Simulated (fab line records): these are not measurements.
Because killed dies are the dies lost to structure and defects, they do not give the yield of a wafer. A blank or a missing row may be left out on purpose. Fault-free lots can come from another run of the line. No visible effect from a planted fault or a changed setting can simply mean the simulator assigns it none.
Comparing a struck lot with a sound one | flow n5-finfet | 19 steps out of a route of 1938
Sound: these wafers, L789.2, L789.3, L789.6. The struck wafers were L805.1, L805.2, L805.6. The cause is named last.
Per side, at each step with rows, come the tool, then ch with its chambers, and then its first start. Under that, the readings that differ: sound wafers | struck wafers | difference of the means | sigmas: that difference in standard deviations of wafers without a fault.
alike: same words and numbers on both sides, and readings whose means sit less than 2 such deviations apart. not compared: any withheld reading, any reading some wafer has no value for, any bound like >300 that may hide the same value, and any number with overlapping values for which the record gives no deviation.
A row with sigmas, a row that says differs or no value, or rows on one side alone: a step with any of these is where the two part. When numbers do not overlap yet have no deviation, they are printed without sigmas and do not part them. A reading that every wafer of one side lacks parts them only if that side has two wafers or more.

first, 1 step without rows for these wafers: N5_BEOL_M10_STRIP_77 (strips in N2/H2, time 10 s).
N5_BEOL_M10_OCD_MEAS_38:
  sound on ocd-02, day 11 05:07; struck on ocd-02, day 15 22:02
  alike: trench-depth-nm
then, 4 steps without rows for these wafers: N5_BEOL_M10_HM_STRIP_39 (strips TiN in peroxide tin strip, target depth 25 nm, time 158 s); N5_BEOL_M10_SRD_40 (time 30 s); N5_BEOL_M10_PRECLEAN_42 (cleans in residue remover, time 60 s); N5_BEOL_M10_SRD_43 (time 30 s).
N5_BEOL_M10_CD_MEAS_35 targets a cd of 70 nm.
  sound on cd-sem-02, day 11 05:17; struck on cd-sem-01, day 15 22:12
  alike: cd-nm
N5_BEOL_M10_CURE_72: cures SiCOH lowk, time 120 s.
  sound on uv-cure-03 ch 0, day 11 05:22; struck on uv-cure-03 ch 0, day 15 22:14
  alike: lamp-power-pct, wafer_temp_C_max
then, 1 step without rows for these wafers: N5_BEOL_M10_DEGAS_44 (time 60 s).
N5_BEOL_M10_PRE_CLEAN_45: time 30 s.
  sound on pvd-sputter-01, day 11 05:44; struck on pvd-sputter-01, day 15 22:49
  alike: heater-power-w
then, 1 step without rows for these wafers: N5_BEOL_M10_ALD_74 (deposits TaN, target thk 2 nm, pulse time 2 s, purge time 3 s).
N5_BEOL_M10_SURFACE_TREAT_76:
  sound on pvd-sputter-01, day 11 06:08; struck on pvd-sputter-03, day 15 23:11
  not compared: pressure-mtorr, throttle-valve-pct
N5_BEOL_M10_CVD_75: deposits Co from CCTBA/H2, target thk 2 nm, time 138.9 s.
  sound on cvd-co-02 ch 1,2, day 11 06:25; struck on cvd-co-01 ch 0,1,2, day 15 23:38
N5_BEOL_M10_SPUTTER_48: material Cu, target thk 12 nm, time 2 s.
  sound on pvd-sputter-02, day 11 06:40; struck on pvd-sputter-01, day 15 23:49
  alike: chamber-pressure-pa, chuck-sensor-temp-C, throttle-valve-pct
then, 1 step without rows for these wafers: N5_BEOL_M10_ECD_50 (material Cu, target thk 318 nm).
N5_BEOL_M10_ANNEAL_51: time 90 s.
  sound on rtp-anneal-02 ch 0, day 11 06:56; struck on rtp-anneal-01 ch 0, day 16 00:02
  reading          | sound             | struck            | difference | sigmas
  wafer_temp_C_max | 226.5 226.8 227.1 | 225.7 225.7 226.0 | -1.0       | -2
  alike: anneal-temp-c
N5_BEOL_M10_CMP_52: polishes, stops on SiCOH lowk, t overpolish 7 s, target thk 140 nm.
  sound on cmp-04 ch 0,1,3, day 11 07:16; struck on cmp-03 ch 0,2,3, day 16 00:23
  reading                      | sound          | struck         | difference | sigmas
  barrier-field-endpoint-s (s) | 30.2 30.1 30.8 | 30.5 31.9 32.7 | +1.3       | +2
  alike: motor-current-A, overpolish-run-s, platen-rpm, slurry-flow-ml-min, time-to-endpoint-s
N5_BEOL_M10_THK_MEAS_53: measures by xrf.
  sound on film-metro-01, day 11 07:29; struck on film-metro-01, day 16 00:38
  reading      | sound             | struck            | difference | sigmas
  M10_THK (nm) | 141.1 137.2 139.2 | 135.1 132.5 135.1 | -4.9       | -2
-- the record jumps here: 2 days lie between the struck wafers' starts before and after (it left off in module BEOL_M10 and takes up again in module PASSIVATION, whose first step shown is number 1936 of the route) --
N5_PASSIVATION_PROBE_49:
  sound on prober-02, day 13 04:10; struck on prober-02, day 18 01:28
  alike: defect-limited-yield, killed_at_M0_to_M3, killed_at_M4_up, killed-at-contacts, killed-at-front-end, killed-at-other, killed-dies, killed-open, killed-short, sort_bin_5_function, sort_bin_6_memory, sort-n-pass, sort-yield-pct

== WHERE THEY PART ==
At N5_BEOL_M10_ANNEAL_51 first; at N5_BEOL_M10_THK_MEAS_53 last (within this record only). Later steps at which nothing parts them and some readings are alike: N5_PASSIVATION_PROBE_49.

WHY: what the simulator had put in
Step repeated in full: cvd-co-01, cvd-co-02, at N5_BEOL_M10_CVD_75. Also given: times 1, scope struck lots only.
